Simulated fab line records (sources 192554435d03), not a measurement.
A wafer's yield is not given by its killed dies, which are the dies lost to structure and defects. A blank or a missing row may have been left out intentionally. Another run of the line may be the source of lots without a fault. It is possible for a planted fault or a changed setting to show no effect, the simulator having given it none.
Split-lot experiment -- flow n5 finfet -- on a route of 1938 steps: 7 lots, 21 wafers read

== ON THE SPLIT ==
At N5_WELL_APT_EXPOSE_05 (exposes mask NWELL, defocus 0 nm, target cd 200 nm), the setting dose mj was moved away from the recipe's 20.3 on 7 of the 21 wafers read, by -6.0% to +7.5%. All remaining wafers had this setting at the recipe value.

== FROM THE SPLIT TO THE READING: what the file shows between them, 3 steps ==
- N5_WELL_APT_PEB_06: peb time 90 s
- N5_WELL_APT_DEVELOP_07: develop time 45 s
- N5_WELL_APT_HARDBAKE_12: time 120 s

== THE READING ==
cd nm at N5_WELL_APT_CD_MEAS_08, given in nm (cd target 200 nm). Fault-free wafers of this fab line usually give 200.0 nm, standard deviation 1.5 nm.

wafer,"tool, chamber at the split",dose mj as run,against the recipe,"cd nm, nm",against lot-mates on the recipe
L074.2,"krf scanner-01, 0",20.3,recipe,198.1,-
L074.3,"krf scanner-01, 0",20.69,+1.9%,202.9,+4.8
L074.6,"krf scanner-01, 0",20.69,+1.9%,202.8,+4.7
L075.2,"krf scanner-02, 0",20.3,recipe,197.4,-
L075.3,"krf scanner-02, 0",20.3,recipe,202.6,-
L075.6,"krf scanner-02, 0",20.3,recipe,197.5,-
L084.1,"krf scanner-02, 0",20.3,recipe,201.2,-
L084.5,"krf scanner-02, 0",19.09,-6.0%,191.1,-10.1
L084.6,"krf scanner-02, 0",19.09,-6.0%,190.3,-10.9
L085.2,"krf scanner-02, 0",20.3,recipe,200.4,-
L085.4,"krf scanner-02, 0",19.68,-3.1%,194.3,-6.0
L085.6,"krf scanner-02, 0",20.3,recipe,200.2,-
L087.3,"krf scanner-01, 0",20.3,recipe,199.3,-
L087.4,"krf scanner-01, 0",20.3,recipe,195.6,-
L087.6,"krf scanner-01, 0",20.3,recipe,197.8,-
L088.1,"krf scanner-02, 0",20.3,recipe,201.0,-
L088.3,"krf scanner-02, 0",19.44,-4.2%,191.3,-8.9
L088.4,"krf scanner-02, 0",20.3,recipe,199.4,-
L090.2,"krf scanner-01, 0",20.3,recipe,201.1,-
L090.3,"krf scanner-01, 0",21.82,+7.5%,210.9,+12.0
L090.5,"krf scanner-01, 0",20.3,recipe,196.8,-

THE FIT
A straight line over all 21 wafers: cd nm changes by +1.56 nm for each +1% of dose mj; r = +0.93; the points scatter about the line by 1.7 nm.
The same after taking each lot's own level away (the mean of its wafers on the recipe; 21 wafers): +1.79 nm for each +1%; r = +0.96; scatter 1.5 nm.
Per that fit: largest dose mj move, reading shift of 13 nm.
Across the lots, their own levels run from 197.57 to 201.20 nm, a range of 2.4 times the standard deviation given above.
So the slope is not independent of the lot-to-lot level: the two fits are not the same.
Check: +14.4 nm against its lot-mates is what the line predicts for one of the wafers moved furthest among these (+7.5%) when that wafer is left out of the fit. Against them it came out at +12 nm.

== FURTHER SPLITS ON THESE WAFERS ==
These wafers also went through other splits before the reading. Each is held against what the fit with the lots' levels taken away leaves over:
other split on the same wafers,wafers away from the commonest value,r with cd nm (lot level and that fit taken away)
N5_WELL_APT_COAT_02 spin rpm,6,+0.22

== THE WHOLE CHAIN: every reading that the file lists as answering this split, in the file's order ==
step,what it does,reading,change (the file's fit),r (the file's)
N5_WELL_APT_CD_MEAS_08,target cd 200 nm,cd nm,+1.77 nm for each +1% of the setting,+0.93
N5_WELL_APT_DESCUM_13,"chemistry O2, time 7.9 s","WELL_APT.cd nm (the simulator's own value, which no gauge read)",+1.79 nm for each +1% of the setting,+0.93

== FILE'S OWN FIT ==
cd nm changes by +1.77 nm for each +1% of dose mj, r = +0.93.
